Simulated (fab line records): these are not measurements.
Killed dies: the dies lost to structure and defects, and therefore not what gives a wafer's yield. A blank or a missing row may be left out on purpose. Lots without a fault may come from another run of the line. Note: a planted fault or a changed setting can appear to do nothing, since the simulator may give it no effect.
Which of the tools did it? :: flow nand-harc :: 7 lots, 21 wafers sampled, at 2 steps of a route of 1159

WHAT THE GAUGES READ, wafer by wafer
NHARC_A_CONTACT_OVL_MEAS_43.
lot: L705
measured: day 16 05:45
on: overlay-01
overlay-x-nm (nm): 0.6 0.7 0.8

lot: L706
measured: day 16 21:44
on: overlay-02
overlay-x-nm (nm): 1.1 0.9 1.0

lot: L711
measured: day 18 02:40
on: overlay-02
overlay-x-nm (nm): 0.4 0.9 1.5

lot: L716
measured: day 19 13:31
on: overlay-01
overlay-x-nm (nm): -0.6 0.4 -0.4

lot: L718
measured: day 19 20:51
on: overlay-01
overlay-x-nm (nm): 1.1 1.0 0.1

lot: L721
measured: day 20 15:43
on: overlay-01
overlay-x-nm (nm): -1.3 -1.3 -1.6

lot: L725
measured: day 21 11:56
on: overlay-02
overlay-x-nm (nm): -0.5 -1.1 -0.4

TOOL THAT RAN EACH LOT (tool first, then ch and the chambers of the sampled wafers, then the start)
lot: L705
NHARC_A_CONTACT_DEP_29: pecvd-04 ch 1,2, day 16 04:58

lot: L706
NHARC_A_CONTACT_DEP_29: pecvd-02 ch 1,2, day 16 20:55

lot: L711
NHARC_A_CONTACT_DEP_29: pecvd-04 ch 0,1,2, day 18 01:51

lot: L716
NHARC_A_CONTACT_DEP_29: pecvd-02 ch 0,1, day 19 12:41

lot: L718
NHARC_A_CONTACT_DEP_29: pecvd-01 ch 0,2, day 19 20:02

lot: L721
NHARC_A_CONTACT_DEP_29: pecvd-02 ch 0,1, day 20 14:56

lot: L725
NHARC_A_CONTACT_DEP_29: pecvd-02 ch 0,1, day 21 11:08
- NHARC_A_CONTACT_DEP_29: deposits SiON, target thk 70 nm.

THE ANSWER, worked out from the rows above alone
Rule: the usual values come from the lots themselves. The widest of any qualifying gaps counts: lots, ordered by their means at a reading, are off when they make up no more than a third of the lots, leave a main group of 4 or more, and stand apart from it by 3 or more times the standard deviation of that group's means. The tables above print the reading to a certain number of digits; a main group whose means all agree to those digits is not used. Also off: a lot with no number at a reading for which 4 or more lots have one. Any other lot the step has rows for is counted as sound.
No lot is off at any reading shown: from this, nothing can be told.

WHAT THE SIMULATOR HAD INSERTED
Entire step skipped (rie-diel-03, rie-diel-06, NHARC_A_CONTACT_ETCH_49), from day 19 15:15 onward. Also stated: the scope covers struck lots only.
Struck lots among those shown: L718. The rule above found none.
